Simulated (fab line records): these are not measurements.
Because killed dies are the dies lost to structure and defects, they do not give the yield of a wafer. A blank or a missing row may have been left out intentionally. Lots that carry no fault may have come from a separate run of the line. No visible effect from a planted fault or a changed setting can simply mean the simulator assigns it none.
Matching of chambers | flow nand-harc | NHARC_A_CHANNEL_FILL_D1_ALD_25 on ald-hk-02: 4 sister chambers
The step deposits SiOx, target thk 60 nm, pulse time 10 s, ald cycles 600. 8 wafers are shown with their chamber, then 12 later ones without.

WAFERS, EACH WITH ITS CHAMBER
wafer  | chamber | heater-power-w (W) | precursor-pulse-height-rel
L079.4 | 1       | 430                | 0.963
L083.4 | 1       | 456                | 1.047
L084.3 | 0       | 431                | 0.968
L084.2 | 2       | 448                | 1.000
L084.6 | 0       | 411                | 0.995
L089.1 | 3       | 406                | 0.996
L089.4 | 2       | 421                | 1.023
L089.5 | 3       | 406                | 1.000

WAFERS MISSING THEIR CHAMBER
wafer  | heater-power-w (W) | precursor-pulse-height-rel
L091.1 | 434                | 0.983
L091.3 | 418                | 0.991
L091.2 | 412                | 1.022
L091.4 | 400                | 1.013
L091.5 | 405                | 0.996
L091.6 | 443                | 1.012
L093.1 | 414                | 0.977
L093.2 | 426                | 0.965
L093.3 | 436                | 1.011
L096.1 | 431                | 0.991
L096.4 | 420                | 0.987
L096.5 | 431                | 0.953

CHAMBER TAKEN BY EACH
wafer  | from the rows above               | in truth
L091.1 | can't be placed: 0 or 2 or 1 or 3 | 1
L091.3 | can't be placed: 0 or 3 or 2 or 1 | 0
L091.2 | can't be placed: 3 or 0 or 2 or 1 | 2
L091.4 | can't be placed: 3 or 0 or 2      | 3
L091.5 | can't be placed: 3 or 0 or 2      | 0
L091.6 | can't be placed: 1 or 2 or 0      | 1
L093.1 | can't be placed: 0 or 3 or 2 or 1 | 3
L093.2 | can't be placed: 0 or 2 or 1 or 3 | 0
L093.3 | can't be placed: 2 or 1 or 0 or 3 | 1
L096.1 | can't be placed: 2 or 0 or 1 or 3 | 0
L096.4 | can't be placed: 0 or 3 or 2 or 1 | 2
L096.5 | can't be placed: 0 or 1 or 2 or 3 | 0
Correctly placed: 0 of 12. Unplaceable from these rows: 12, with the true chamber sitting among the candidates in 12. Number placed wrongly: 0.
How it was worked out, from the rows above alone: a wafer's distance from a chamber is the root of the sum, over the readings, of the square of ((its reading less the chamber's mean) divided by the reading's scatter). The wafer belongs to the nearest chamber; if the next one is less than 2 further off, it can't be placed. A chamber's mean is the mean of its shown wafers. The scatter: take each reading less its chamber's mean, square it, sum over the shown wafers, divide by the number of wafers less the number of chambers, and take the root.
